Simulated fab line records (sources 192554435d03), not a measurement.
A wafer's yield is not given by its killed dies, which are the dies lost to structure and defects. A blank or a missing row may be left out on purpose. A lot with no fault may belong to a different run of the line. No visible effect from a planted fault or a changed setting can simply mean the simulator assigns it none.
Chamber matching / flow n5_finfet / rie_diel-01 running N5_BEOL_M14_ETCH_59: 4 sister chambers
The step etches BARC in N2/H2, target depth 89 nm, overetch 26.7 nm, time 67.9 s. 30 wafers are shown with their chamber, then 12 later ones without.

== WAFERS WITH THEIR CHAMBER ==
wafer=L075.2; chamber=0; drypump_motor_current_A (A)=5.9; showerhead_plenum_p_Torr (Torr)=2.69; throttle_valve_pct (%)=17.37
wafer=L075.4; chamber=1; drypump_motor_current_A (A)=5.3; showerhead_plenum_p_Torr (Torr)=2.60; throttle_valve_pct (%)=18.02
wafer=L075.5; chamber=2; drypump_motor_current_A (A)=6.0; showerhead_plenum_p_Torr (Torr)=2.68; throttle_valve_pct (%)=17.64
wafer=L078.1; chamber=3; drypump_motor_current_A (A)=5.3; showerhead_plenum_p_Torr (Torr)=2.57; throttle_valve_pct (%)=17.58
wafer=L078.2; chamber=1; drypump_motor_current_A (A)=5.3; showerhead_plenum_p_Torr (Torr)=2.60; throttle_valve_pct (%)=18.01
wafer=L078.3; chamber=0; drypump_motor_current_A (A)=5.9; showerhead_plenum_p_Torr (Torr)=2.68; throttle_valve_pct (%)=17.37
wafer=L078.4; chamber=2; drypump_motor_current_A (A)=5.9; showerhead_plenum_p_Torr (Torr)=2.68; throttle_valve_pct (%)=17.66
wafer=L078.5; chamber=1; drypump_motor_current_A (A)=5.3; showerhead_plenum_p_Torr (Torr)=2.60; throttle_valve_pct (%)=18.03
wafer=L078.6; chamber=2; drypump_motor_current_A (A)=5.9; showerhead_plenum_p_Torr (Torr)=2.68; throttle_valve_pct (%)=17.65
wafer=L079.1; chamber=2; drypump_motor_current_A (A)=5.9; showerhead_plenum_p_Torr (Torr)=2.67; throttle_valve_pct (%)=17.66
wafer=L079.2; chamber=0; drypump_motor_current_A (A)=5.9; showerhead_plenum_p_Torr (Torr)=2.68; throttle_valve_pct (%)=17.39
wafer=L079.3; chamber=3; drypump_motor_current_A (A)=5.2; showerhead_plenum_p_Torr (Torr)=2.57; throttle_valve_pct (%)=17.58
wafer=L082.1; chamber=0; drypump_motor_current_A (A)=5.9; showerhead_plenum_p_Torr (Torr)=2.68; throttle_valve_pct (%)=17.41
wafer=L082.2; chamber=2; drypump_motor_current_A (A)=5.9; showerhead_plenum_p_Torr (Torr)=2.67; throttle_valve_pct (%)=17.67
wafer=L082.3; chamber=3; drypump_motor_current_A (A)=5.3; showerhead_plenum_p_Torr (Torr)=2.56; throttle_valve_pct (%)=17.60
wafer=L082.4; chamber=3; drypump_motor_current_A (A)=5.3; showerhead_plenum_p_Torr (Torr)=2.56; throttle_valve_pct (%)=17.61
wafer=L082.5; chamber=0; drypump_motor_current_A (A)=5.9; showerhead_plenum_p_Torr (Torr)=2.68; throttle_valve_pct (%)=17.42
wafer=L082.6; chamber=2; drypump_motor_current_A (A)=5.9; showerhead_plenum_p_Torr (Torr)=2.67; throttle_valve_pct (%)=17.69
wafer=L083.1; chamber=3; drypump_motor_current_A (A)=5.2; showerhead_plenum_p_Torr (Torr)=2.56; throttle_valve_pct (%)=17.62
wafer=L083.3; chamber=1; drypump_motor_current_A (A)=5.3; showerhead_plenum_p_Torr (Torr)=2.59; throttle_valve_pct (%)=17.61
wafer=L083.5; chamber=2; drypump_motor_current_A (A)=5.9; showerhead_plenum_p_Torr (Torr)=2.67; throttle_valve_pct (%)=17.69
wafer=L086.2; chamber=3; drypump_motor_current_A (A)=5.2; showerhead_plenum_p_Torr (Torr)=2.55; throttle_valve_pct (%)=17.65
wafer=L086.3; chamber=2; drypump_motor_current_A (A)=5.9; showerhead_plenum_p_Torr (Torr)=2.66; throttle_valve_pct (%)=17.70
wafer=L086.5; chamber=2; drypump_motor_current_A (A)=5.9; showerhead_plenum_p_Torr (Torr)=2.66; throttle_valve_pct (%)=17.71
wafer=L089.2; chamber=1; drypump_motor_current_A (A)=5.3; showerhead_plenum_p_Torr (Torr)=2.59; throttle_valve_pct (%)=17.63
wafer=L089.3; chamber=3; drypump_motor_current_A (A)=5.3; showerhead_plenum_p_Torr (Torr)=2.55; throttle_valve_pct (%)=17.64
wafer=L089.5; chamber=1; drypump_motor_current_A (A)=5.3; showerhead_plenum_p_Torr (Torr)=2.59; throttle_valve_pct (%)=17.63
wafer=L092.3; chamber=3; drypump_motor_current_A (A)=5.2; showerhead_plenum_p_Torr (Torr)=2.55; throttle_valve_pct (%)=17.65
wafer=L092.4; chamber=0; drypump_motor_current_A (A)=5.9; showerhead_plenum_p_Torr (Torr)=2.67; throttle_valve_pct (%)=17.43
wafer=L092.5; chamber=2; drypump_motor_current_A (A)=5.9; showerhead_plenum_p_Torr (Torr)=2.66; throttle_valve_pct (%)=17.70

SIGNATURES (means of the wafers above)
reading=drypump_motor_current_A; chamber 0=5.900; chamber 1=5.300; chamber 2=5.910; chamber 3=5.250; scatter within a chamber=0.0334
reading=showerhead_plenum_p_Torr; chamber 0=2.6800; chamber 1=2.5950; chamber 2=2.6700; chamber 3=2.5587; scatter within a chamber=0.00744
reading=throttle_valve_pct; chamber 0=17.3983; chamber 1=17.8217; chamber 2=17.6770; chamber 3=17.6163; scatter within a chamber=0.0982
Rule: for each reading, subtract the chamber's mean from the wafer's reading, divide by that reading's scatter and square the result; add these up over the readings and take the root, which gives the wafer's distance from the chamber. The wafer belongs to the nearest chamber; if the next one is less than 2 further off, it can't be placed. The scatter is the square root of a quotient: the sum, over the shown wafers, of each reading's squared deviation from its chamber's mean, divided by wafers minus chambers.

== WAFERS WITH NO CHAMBER GIVEN ==
wafer=L091.2; drypump_motor_current_A (A)=5.9; showerhead_plenum_p_Torr (Torr)=2.66; throttle_valve_pct (%)=17.71
wafer=L091.4; drypump_motor_current_A (A)=5.3; showerhead_plenum_p_Torr (Torr)=2.58; throttle_valve_pct (%)=17.63
wafer=L091.6; drypump_motor_current_A (A)=5.3; showerhead_plenum_p_Torr (Torr)=2.58; throttle_valve_pct (%)=17.65
wafer=L093.1; drypump_motor_current_A (A)=5.9; showerhead_plenum_p_Torr (Torr)=2.67; throttle_valve_pct (%)=17.47
wafer=L093.2; drypump_motor_current_A (A)=5.2; showerhead_plenum_p_Torr (Torr)=2.55; throttle_valve_pct (%)=17.66
wafer=L093.6; drypump_motor_current_A (A)=5.2; showerhead_plenum_p_Torr (Torr)=2.55; throttle_valve_pct (%)=17.66
wafer=L096.1; drypump_motor_current_A (A)=5.9; showerhead_plenum_p_Torr (Torr)=2.67; throttle_valve_pct (%)=17.46
wafer=L096.2; drypump_motor_current_A (A)=5.3; showerhead_plenum_p_Torr (Torr)=2.58; throttle_valve_pct (%)=17.66
wafer=L096.4; drypump_motor_current_A (A)=5.3; showerhead_plenum_p_Torr (Torr)=2.55; throttle_valve_pct (%)=17.65
wafer=L095.2; drypump_motor_current_A (A)=5.9; showerhead_plenum_p_Torr (Torr)=2.66; throttle_valve_pct (%)=17.46
wafer=L095.3; drypump_motor_current_A (A)=5.2; showerhead_plenum_p_Torr (Torr)=2.55; throttle_valve_pct (%)=17.67
wafer=L095.6; drypump_motor_current_A (A)=5.9; showerhead_plenum_p_Torr (Torr)=2.66; throttle_valve_pct (%)=17.46

== CHAMBER TAKEN BY EACH ==
wafer=L091.2; from the rows above=2; in truth=2
wafer=L091.4; from the rows above=can't be placed: 1 or 3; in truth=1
wafer=L091.6; from the rows above=can't be placed: 1 or 3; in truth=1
wafer=L093.1; from the rows above=can't be placed: 0 or 2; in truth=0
wafer=L093.2; from the rows above=3; in truth=3
wafer=L093.6; from the rows above=3; in truth=3
wafer=L096.1; from the rows above=can't be placed: 0 or 2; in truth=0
wafer=L096.2; from the rows above=can't be placed: 1 or 3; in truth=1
wafer=L096.4; from the rows above=3; in truth=3
wafer=L095.2; from the rows above=can't be placed: 2 or 0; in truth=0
wafer=L095.3; from the rows above=3; in truth=3
wafer=L095.6; from the rows above=can't be placed: 2 or 0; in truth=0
Correct placement for 5 of the 12. Not placeable from these rows: 7 (in 7, the candidates include the true chamber). Wrongly placed: 0.
